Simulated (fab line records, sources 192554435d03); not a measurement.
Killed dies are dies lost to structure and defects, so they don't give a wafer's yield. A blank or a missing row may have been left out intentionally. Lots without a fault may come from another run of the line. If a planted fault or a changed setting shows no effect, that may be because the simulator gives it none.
Split-lot trial ; flow n5Finfet ; 7 lots, 21 wafers read, on a route of 1938 steps

== SPLIT DETAILS ==
At N5_BEOL_M3_EXPOSE_08 (exposes mask M3), the setting doseMj was moved away from the recipe's 33 on 4 of the 21 wafers read, by -6.9% to -6.1%. For the rest of the wafers, this setting stayed at what the recipe calls for.

== FROM THE SPLIT TO THE READING: what the file shows between them, 17 steps ==
- N5_BEOL_M3_PEB_09: peb time 60 s
- N5_BEOL_M3_DEVELOP_10: develop time 30 s
- N5_BEOL_M3_CD_MEAS_11: target cd 17.05 nm
- N5_BEOL_M3_DESCUM_16: chemistry O2, time 7 s
- N5_BEOL_M3_ETCH_74: etches underlayer in N2/H2, target depth 6.5 nm, time 5.2 s
- N5_BEOL_M3_ETCH_63: etches SiARC in CF4, target depth 15.6 nm, time 26 s
- N5_BEOL_M3_ETCH_64: etches SOC in N2/H2, target depth 75 nm, overetch 15 nm, time 112.5 s
- N5_BEOL_M3_STRIP_65: strips in N2/H2
- N5_BEOL_M3_STRIP_75: strips in N2/H2
- N5_BEOL_M3_HM_OPEN_17: chemistry Cl2/BCl3, target TiN, target depth 20 nm, overetch 6 nm
- N5_BEOL_M3_STRIP_19: strips in O2
- N5_BEOL_M3_CD_MEAS_18: pitch 36 nm, target cd 18 nm
- N5_BEOL_M3_VIA_ETCH_34: etches the open film in C4F6/O2, target depth 69.4 nm, time 65.9 s (also split here: timeS)
- N5_BEOL_M3_STRIP_83: strips in C4F6/O2
- N5_BEOL_M3_STRIP_36: strips in N2/H2
- N5_BEOL_M3_PRECLEAN_42: cleans in residue remover, time 60 s
- N5_BEOL_M3_SRD_43: time 30 s

== THE READING ==
cdNm, in nm, at N5_BEOL_M3_CD_MEAS_35 (target cd 18 nm, target cd y 21 nm). A value of 18.0 nm with a standard deviation of 0.36 nm is what fault-free wafers of this fab line usually give.

wafer;tool, chamber at the split;doseMj as run;against the recipe;cdNm, nm;against lot-mates on the recipe
L076.2;euvScanner-02, 0;31;-6.1%;16.0;-1.6
L076.4;euvScanner-02, 0;33;recipe;17.6;-
L076.5;euvScanner-02, 0;31;-6.1%;16.1;-1.5
L078.4;euvScanner-02, 0;33;recipe;17.8;-
L078.5;euvScanner-02, 0;33;recipe;18.1;-
L078.6;euvScanner-02, 0;33;recipe;18.1;-
L080.2;euvScanner-01, 0;33;recipe;18.1;-
L080.3;euvScanner-01, 0;33;recipe;18.2;-
L080.4;euvScanner-01, 0;30.71;-6.9%;15.9;-2.2
L088.1;euvScanner-02, 0;33;recipe;18.6;-
L088.2;euvScanner-02, 0;33;recipe;17.9;-
L088.4;euvScanner-02, 0;30.84;-6.5%;16.7;-1.6
L087.1;euvScanner-01, 0;33;recipe;17.7;-
L087.2;euvScanner-01, 0;33;recipe;17.9;-
L087.5;euvScanner-01, 0;33;recipe;18.2;-
L089.1;euvScanner-02, 0;33;recipe;18.7;-
L089.3;euvScanner-02, 0;33;recipe;18.3;-
L089.4;euvScanner-02, 0;33;recipe;17.9;-
L097.1;euvScanner-01, 0;33;recipe;18.6;-
L097.3;euvScanner-01, 0;33;recipe;18.0;-
L097.5;euvScanner-01, 0;33;recipe;18.3;-

THE FIT
A straight line over all 21 wafers: cdNm changes by +0.302 nm for each +1% of doseMj; r = +0.93; the points scatter about the line by 0.33 nm.
The same after taking each lot's own level away (the mean of its wafers on the recipe; 21 wafers): +0.271 nm for each +1%; r = +0.95; scatter 0.25 nm.
That fit puts the effect of the largest move of doseMj on the reading at 1.9 nm.
The span of the lots' own levels, 17.60 to 18.30 nm, comes to 1.9 times the standard deviation stated above.
So the slope is not independent of the lot-to-lot level: the two fits are not the same.
Check: with one of the wafers moved furthest among these (-6.9%) left out of the fit, the line predicts -1.73 nm for it against its lot-mates. Against them it came out at -2.25 nm.

== OTHER SPLITS APPLIED TO THESE WAFERS ==
Before the reading, these wafers also passed through other splits. Each is held against what the fit with the lots' levels taken away leaves over:
other split on the same wafers;wafers away from the commonest value;r with cdNm (lot level and that fit taken away)
N5_BEOL_M0_ETCH_138 sourceW;7;+0.04
N5_BEOL_M2_ILD_DEP_00 timeS;9;-0.03
N5_BEOL_M2_DESCUM_16 timeS;8;+0.01
N5_BEOL_M2_ETCH_74 sourceW;6;+0.25
N5_BEOL_M3_ILD_DEP_00 timeS;7;-0.06
N5_BEOL_M3_VIA_ETCH_34 timeS;9;+0.40

== THE WHOLE CHAIN: every reading that the file lists as answering this split, in the file's order ==
step;what it does;reading;change (the file's fit);r (the file's)
N5_BEOL_M3_CD_MEAS_11;target cd 17.05 nm;cdNm;+0.216 nm for each +1% of the setting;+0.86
N5_BEOL_M3_ETCH_74;etches underlayer in N2/H2, target depth 6.5 nm, time 5.2 s;BEOL_M3.cdOffsetNm (the simulator's own value, which no gauge read);+0.205 nm for each +1% of the setting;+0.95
N5_BEOL_M3_ETCH_63;etches SiARC in CF4, target depth 15.6 nm, time 26 s;BEOL_M3.cdOffsetNm (the simulator's own value, which no gauge read);+0.221 nm for each +1% of the setting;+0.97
N5_BEOL_M3_ETCH_64;etches SOC in N2/H2, target depth 75 nm, overetch 15 nm, time 112.5 s;BEOL_M3.cdOffsetNm (the simulator's own value, which no gauge read);+0.252 nm for each +1% of the setting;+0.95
N5_BEOL_M3_CD_MEAS_18;pitch 36 nm, target cd 18 nm;cdNm;+0.212 nm for each +1% of the setting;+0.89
N5_BEOL_M3_CD_MEAS_35;target cd 18 nm, target cd y 21 nm;cdNm;+0.269 nm for each +1% of the setting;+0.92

== FILE'S OWN FIT ==
cdNm changes by +0.269 nm for each +1% of doseMj, r = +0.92.
